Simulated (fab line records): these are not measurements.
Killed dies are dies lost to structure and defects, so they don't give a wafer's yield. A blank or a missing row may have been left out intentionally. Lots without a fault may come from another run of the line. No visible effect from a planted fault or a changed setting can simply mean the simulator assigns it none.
Which tool is to blame? + flow n5_finfet + 11 lots with 33 wafers sampled at 5 steps, on a route of 1938 steps

WHAT EACH GAUGE READ, for each wafer
N5_MOL_CONTACT_COAG_THK_MEAS_53. Usual: for VIA_MOL_THK the level is 44.0 nm and the standard deviation is 0.55.
| lot  | measured    | on            | VIA_MOL_THK (nm) | flag |
|------|-------------|---------------|------------------|------|
| L938 | day 5 07:36 | film_metro-02 | 43.2 43.8 44.1   |      |
| L939 | day 5 16:53 | film_metro-02 | 44.1 43.2 45.1   |      |
| L940 | day 5 18:49 | film_metro-02 | 43.6 43.8 45.1   |      |
| L941 | day 5 23:23 | film_metro-02 | 43.4 43.4 44.0   |      |
| L942 | day 6 02:52 | film_metro-02 | 42.9 43.9 43.8   |      |
| L944 | day 6 19:42 | film_metro-02 | 43.4 44.4 44.3   |      |
| L947 | day 7 12:39 | film_metro-01 | 43.8 43.9 44.0   |      |
| L950 | day 8 09:38 | film_metro-02 | 43.5 44.5 43.7   |      |
| L951 | day 8 13:39 | film_metro-01 | 43.1 44.2 43.8   |      |
| L954 | day 9 06:20 | film_metro-01 | 39.5 39.2 40.1   | OFF  |
| L956 | day 9 18:40 | film_metro-01 | 39.2 40.1 40.7   | OFF  |

WHICH TOOL RAN EACH LOT (tool, then ch and the chambers of the sampled wafers, then the start)
| lot  | N5_MOL_CONTACT_COAG_PRE_CLEAN_141 | N5_MOL_CONTACT_COAG_SPUTTER_143 | N5_MOL_CONTACT_COAG_PECVD_31   | N5_MOL_CONTACT_COAG_ETCH_89       |
|------|-----------------------------------|---------------------------------|--------------------------------|-----------------------------------|
| L938 | pvd_sputter-01, day 4 22:00       | pvd_sputter-01, day 4 22:04     | pecvd-02 ch 0,2, day 5 03:55   | rie_diel-01 ch 0,1,3, day 5 04:39 |
| L939 | pvd_sputter-03, day 5 04:47       | pvd_sputter-03, day 5 04:50     | pecvd-04 ch 0,1, day 5 13:02   | rie_diel-05 ch 0,1, day 5 13:49   |
| L940 | pvd_sputter-01, day 5 08:33       | pvd_sputter-01, day 5 08:37     | pecvd-02 ch 0,1, day 5 15:25   | rie_diel-06 ch 0,1,2, day 5 15:54 |
| L941 | pvd_sputter-02, day 5 13:02       | pvd_sputter-02, day 5 13:05     | pecvd-03 ch 1,2, day 5 19:52   | rie_diel-06 ch 0,1, day 5 20:29   |
| L942 | pvd_sputter-03, day 5 17:07       | pvd_sputter-03, day 5 17:11     | pecvd-02 ch 0,2, day 5 23:16   | rie_diel-01 ch 2,3, day 5 23:46   |
| L944 | pvd_sputter-01, day 6 09:22       | pvd_sputter-01, day 6 09:25     | pecvd-02 ch 0,2, day 6 15:35   | rie_diel-05 ch 0,2, day 6 16:04   |
| L947 | pvd_sputter-02, day 7 03:00       | pvd_sputter-02, day 7 03:04     | pecvd-03 ch 0,1, day 7 09:10   | rie_diel-06 ch 1,3, day 7 09:51   |
| L950 | pvd_sputter-02, day 7 22:44       | pvd_sputter-02, day 7 22:48     | pecvd-02 ch 0,1, day 8 06:06   | rie_diel-01 ch 0,3, day 8 06:36   |
| L951 | pvd_sputter-02, day 8 03:25       | pvd_sputter-02, day 8 03:29     | pecvd-02 ch 0,2, day 8 09:09   | rie_diel-06 ch 2, day 8 09:47     |
| L954 | pvd_sputter-01, day 8 17:37       | pvd_sputter-01, day 8 17:40     | pecvd-02 ch 0,1,2, day 9 02:16 | rie_diel-06 ch 1,2,3, day 9 02:47 |
| L956 | pvd_sputter-03, day 9 05:32       | pvd_sputter-03, day 9 05:35     | pecvd-02 ch 0,1, day 9 14:34   | rie_diel-05 ch 0,2, day 9 15:11   |
- N5_MOL_CONTACT_COAG_PRE_CLEAN_141: time 60 s.
- N5_MOL_CONTACT_COAG_SPUTTER_143: material Co, target thk 2.5 nm.
- N5_MOL_CONTACT_COAG_PECVD_31: deposits SiO2 from TEOS/O2, target thk 46 nm, time 8.9 s.
- N5_MOL_CONTACT_COAG_ETCH_89: etches underlayer in N2/H2, target depth 13 nm, time 10.4 s.

AS READ BY THE TOOLS THEMSELVES (means over the sampled wafers that have a number; for cases with no such wafer, the mark the record gives instead)
N5_MOL_CONTACT_COAG_PRE_CLEAN_141. Usual: 465 W for heater_power_w, sd 33.
| lot  | tool           | heater_power_w (W) | flag |
|------|----------------|--------------------|------|
| L938 | pvd_sputter-01 | 454                |      |
| L939 | pvd_sputter-03 | 469                |      |
| L940 | pvd_sputter-01 | 460                |      |
| L941 | pvd_sputter-02 | 483                |      |
| L942 | pvd_sputter-03 | 474                |      |
| L944 | pvd_sputter-01 | 466                |      |
| L947 | pvd_sputter-02 | 487                |      |
| L950 | pvd_sputter-02 | 479                |      |
| L951 | pvd_sputter-02 | 473                |      |
| L954 | pvd_sputter-01 | 458                |      |
| L956 | pvd_sputter-03 | 497                |      |

N5_MOL_CONTACT_COAG_SPUTTER_143. Usual: 29.9 % for throttle_valve_pct, sd 0.89.
| lot  | tool           | throttle_valve_pct (%) | flag |
|------|----------------|------------------------|------|
| L938 | pvd_sputter-01 | 29.1                   |      |
| L939 | pvd_sputter-03 | 30.5                   |      |
| L940 | pvd_sputter-01 | 29.2                   |      |
| L941 | pvd_sputter-02 | 29.8                   |      |
| L942 | pvd_sputter-03 | 30.5                   |      |
| L944 | pvd_sputter-01 | 29.0                   |      |
| L947 | pvd_sputter-02 | 29.9                   |      |
| L950 | pvd_sputter-02 | 30.1                   |      |
| L951 | pvd_sputter-02 | 29.4                   |      |
| L954 | pvd_sputter-01 | 29.0                   |      |
| L956 | pvd_sputter-03 | 30.9                   |      |

N5_MOL_CONTACT_COAG_PECVD_31. Usual: 399.98 C for susceptor_temp_C, sd 0.23.
| lot  | tool     | susceptor_temp_C (C) | flag |
|------|----------|----------------------|------|
| L938 | pecvd-02 | 399.98               |      |
| L939 | pecvd-04 | 399.75               |      |
| L940 | pecvd-02 | 399.87               |      |
| L941 | pecvd-03 | 400.15               |      |
| L942 | pecvd-02 | 400.28               |      |
| L944 | pecvd-02 | 400.19               |      |
| L947 | pecvd-03 | 400.03               |      |
| L950 | pecvd-02 | 400.00               |      |
| L951 | pecvd-02 | 399.98               |      |
| L954 | pecvd-02 | 414.22               | OFF  |
| L956 | pecvd-02 | 414.22               | OFF  |

N5_MOL_CONTACT_COAG_ETCH_89. Usual: drypump_motor_current_A 5.8 A, standard deviation 0.62; etch_rf_on_time_s 10.46 s, standard deviation 0.28; oes_product_au 0.66 a.u., standard deviation 0.071; rf_vpp_V 523.4 V, standard deviation 2.5; showerhead_plenum_p_Torr 2.52 Torr, standard deviation 0.082; throttle_valve_pct 17.87 %, standard deviation 0.18.
| lot  | tool        | drypump_motor_current_A (A) | etch_rf_on_time_s (s) | oes_product_au (a.u.) | rf_vpp_V (V) | showerhead_plenum_p_Torr (Torr) | throttle_valve_pct (%) | flag |
|------|-------------|-----------------------------|-----------------------|-----------------------|--------------|---------------------------------|------------------------|------|
| L938 | rie_diel-01 | 5.8                         | 10.28                 | 0.62                  | 523.9        | 2.52                            | 17.90                  |      |
| L939 | rie_diel-05 | 5.5                         | 10.61                 | 0.64                  | 525.3        | 2.59                            | 17.98                  |      |
| L940 | rie_diel-06 | 5.8                         | 10.77                 | 0.65                  | 523.9        | 2.52                            | 17.84                  |      |
| L941 | rie_diel-06 | 6.2                         | 10.74                 | 0.62                  | 522.6        | 2.51                            | 17.97                  |      |
| L942 | rie_diel-01 | 6.4                         | 10.37                 | 0.64                  | 525.4        | 2.57                            | 17.79                  |      |
| L944 | rie_diel-05 | 5.5                         | 10.67                 | 0.64                  | 525.4        | 2.57                            | 17.80                  |      |
| L947 | rie_diel-06 | 5.5                         | 10.84                 | 0.59                  | 524.3        | 2.57                            | 17.97                  |      |
| L950 | rie_diel-01 | 6.0                         | 10.21                 | 0.69                  | 526.3        | 2.64                            | 17.75                  |      |
| L951 | rie_diel-06 | 5.3                         | 10.45                 | 0.71                  | 521.6        | 2.48                            | 17.59                  |      |
| L954 | rie_diel-06 | 5.3                         | 10.45                 | 0.72                  | 522.9        | 2.52                            | 17.71                  |      |
| L956 | rie_diel-05 | 5.5                         | 10.56                 | 0.63                  | 525.2        | 2.56                            | 17.86                  |      |

THE ANSWER, worked out from the rows above alone
Rule: a lot is off if the mean of its wafers that have a number lies more than 3 standard deviations from the usual mean. Also off: a lot with no number at a reading for which 4 or more lots have one. Any other lot the step has rows for is counted as sound. The gauges are gone through in route order, then the tools' own readings, and for those a lot's mean is taken as printed above. The first step at which some lot is off is used, and at that step the reading that is off furthest; a lot without a number counts as furthest.
Off: L954, L956, at N5_MOL_CONTACT_COAG_THK_MEAS_53 (VIA_MOL_THK).
A tool fits if, at a process step before that reading, it ran every lot that is off, and no sound lot after the first of them. Not tried: the gauges at N5_MOL_CONTACT_COAG_THK_MEAS_53; whatever is off there is also off at N5_MOL_CONTACT_COAG_PECVD_31, on other tools, and gauge error can't account for it. One fits: pecvd-02 at N5_MOL_CONTACT_COAG_PECVD_31. A fault onset in the window from L951 (day 8 09:09, its last sound lot) to L954 (day 9 02:16, its first lot off) fits.
The tool's own readings at N5_MOL_CONTACT_COAG_PECVD_31 bear it out: on the lots that are off they differ by more than 5 times the standard deviation of the sound lots' means. susceptor_temp_C reads 414.22 C there against 400.03 C on the sound lots.

WHAT THE SIMULATOR HAD INSERTED
Process parameter drift: pecvd-02, from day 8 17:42 on, at N5_MOL_CONTACT_COAG_PECVD_31. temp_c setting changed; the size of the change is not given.
Lots struck among those shown: L954, L956. The same result came from the rule above.
